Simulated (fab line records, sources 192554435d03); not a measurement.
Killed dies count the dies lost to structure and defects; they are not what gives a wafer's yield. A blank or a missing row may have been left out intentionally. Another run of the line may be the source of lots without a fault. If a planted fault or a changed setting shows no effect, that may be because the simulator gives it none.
Chamber matching || flow n5 finfet || N5_FIN_SAQP_ETCH_57 on rie diel-04: 4 sister chambers
The step etches SiNx in CH3F/O2, target depth 32.5 nm, time 46.4 s. 16 wafers are shown with their chamber, then 8 later ones without.

== WAFERS, EACH WITH ITS CHAMBER ==
{"wafer": "L074.1", "chamber": 1, "drypump motor current A (A)": 5.1, "rf vpp V (V)": 290, "showerhead plenum p Torr (Torr)": 2.08}
{"wafer": "L074.3", "chamber": 3, "drypump motor current A (A)": 5.4, "rf vpp V (V)": 296, "showerhead plenum p Torr (Torr)": 2.00}
{"wafer": "L074.5", "chamber": 3, "drypump motor current A (A)": 5.4, "rf vpp V (V)": 298, "showerhead plenum p Torr (Torr)": 2.00}
{"wafer": "L082.1", "chamber": 3, "drypump motor current A (A)": 5.4, "rf vpp V (V)": 297, "showerhead plenum p Torr (Torr)": 2.00}
{"wafer": "L082.3", "chamber": 1, "drypump motor current A (A)": 5.1, "rf vpp V (V)": 290, "showerhead plenum p Torr (Torr)": 2.07}
{"wafer": "L082.5", "chamber": 3, "drypump motor current A (A)": 5.4, "rf vpp V (V)": 295, "showerhead plenum p Torr (Torr)": 1.99}
{"wafer": "L085.1", "chamber": 0, "drypump motor current A (A)": 5.9, "rf vpp V (V)": 288, "showerhead plenum p Torr (Torr)": 1.97}
{"wafer": "L085.2", "chamber": 3, "drypump motor current A (A)": 5.3, "rf vpp V (V)": 296, "showerhead plenum p Torr (Torr)": 1.99}
{"wafer": "L085.6", "chamber": 3, "drypump motor current A (A)": 5.4, "rf vpp V (V)": 296, "showerhead plenum p Torr (Torr)": 1.99}
{"wafer": "L089.1", "chamber": 3, "drypump motor current A (A)": 5.4, "rf vpp V (V)": 295, "showerhead plenum p Torr (Torr)": 1.99}
{"wafer": "L089.2", "chamber": 2, "drypump motor current A (A)": 4.8, "rf vpp V (V)": 306, "showerhead plenum p Torr (Torr)": 2.06}
{"wafer": "L089.5", "chamber": 2, "drypump motor current A (A)": 4.8, "rf vpp V (V)": 306, "showerhead plenum p Torr (Torr)": 2.06}
{"wafer": "L090.2", "chamber": 3, "drypump motor current A (A)": 5.4, "rf vpp V (V)": 296, "showerhead plenum p Torr (Torr)": 1.99}
{"wafer": "L090.4", "chamber": 3, "drypump motor current A (A)": 5.4, "rf vpp V (V)": 297, "showerhead plenum p Torr (Torr)": 1.99}
{"wafer": "L090.6", "chamber": 2, "drypump motor current A (A)": 4.8, "rf vpp V (V)": 305, "showerhead plenum p Torr (Torr)": 2.06}
{"wafer": "L092.1", "chamber": 2, "drypump motor current A (A)": 4.8, "rf vpp V (V)": 305, "showerhead plenum p Torr (Torr)": 2.05}

SIGNATURES (averages over the wafers above)
{"reading": "drypump motor current A", "chamber 0": 5.900, "chamber 1": 5.100, "chamber 2": 4.800, "chamber 3": 5.389, "scatter within a chamber": 0.0272}
{"reading": "rf vpp V", "chamber 0": 288.00, "chamber 1": 290.00, "chamber 2": 305.50, "chamber 3": 296.22, "scatter within a chamber": 0.844}
{"reading": "showerhead plenum p Torr", "chamber 0": 1.9700, "chamber 1": 2.0750, "chamber 2": 2.0575, "chamber 3": 1.9933, "scatter within a chamber": 0.0052}
Rule: a wafer's distance from a chamber is the root of the sum, over the readings, of the square of ((its reading less the chamber's mean) divided by the reading's scatter). The wafer belongs to the nearest chamber; if the next one is less than 2 further off, it can't be placed. The scatter: the root of (the sum of the squares of (reading less its chamber's mean) over the shown wafers, divided by (wafers less chambers)).

== WAFERS WHOSE CHAMBER IS MISSING ==
{"wafer": "L092.2", "drypump motor current A (A)": 5.4, "rf vpp V (V)": 295, "showerhead plenum p Torr (Torr)": 1.99}
{"wafer": "L092.3", "drypump motor current A (A)": 5.1, "rf vpp V (V)": 289, "showerhead plenum p Torr (Torr)": 2.06}
{"wafer": "L094.2", "drypump motor current A (A)": 5.1, "rf vpp V (V)": 289, "showerhead plenum p Torr (Torr)": 2.06}
{"wafer": "L094.3", "drypump motor current A (A)": 4.8, "rf vpp V (V)": 306, "showerhead plenum p Torr (Torr)": 2.05}
{"wafer": "L094.5", "drypump motor current A (A)": 4.8, "rf vpp V (V)": 305, "showerhead plenum p Torr (Torr)": 2.05}
{"wafer": "L096.2", "drypump motor current A (A)": 4.8, "rf vpp V (V)": 305, "showerhead plenum p Torr (Torr)": 2.05}
{"wafer": "L096.3", "drypump motor current A (A)": 5.1, "rf vpp V (V)": 290, "showerhead plenum p Torr (Torr)": 2.06}
{"wafer": "L096.6", "drypump motor current A (A)": 5.9, "rf vpp V (V)": 287, "showerhead plenum p Torr (Torr)": 1.97}

== CHAMBER TAKEN BY EACH ==
{"wafer": "L092.2", "from the rows above": 3, "in truth": 3}
{"wafer": "L092.3", "from the rows above": 1, "in truth": 1}
{"wafer": "L094.2", "from the rows above": 1, "in truth": 1}
{"wafer": "L094.3", "from the rows above": 2, "in truth": 2}
{"wafer": "L094.5", "from the rows above": 2, "in truth": 2}
{"wafer": "L096.2", "from the rows above": 2, "in truth": 2}
{"wafer": "L096.3", "from the rows above": 1, "in truth": 1}
{"wafer": "L096.6", "from the rows above": 0, "in truth": 0}
Correctly placed: 8 of 8. Not placeable from these rows: 0. Placed wrongly: 0.
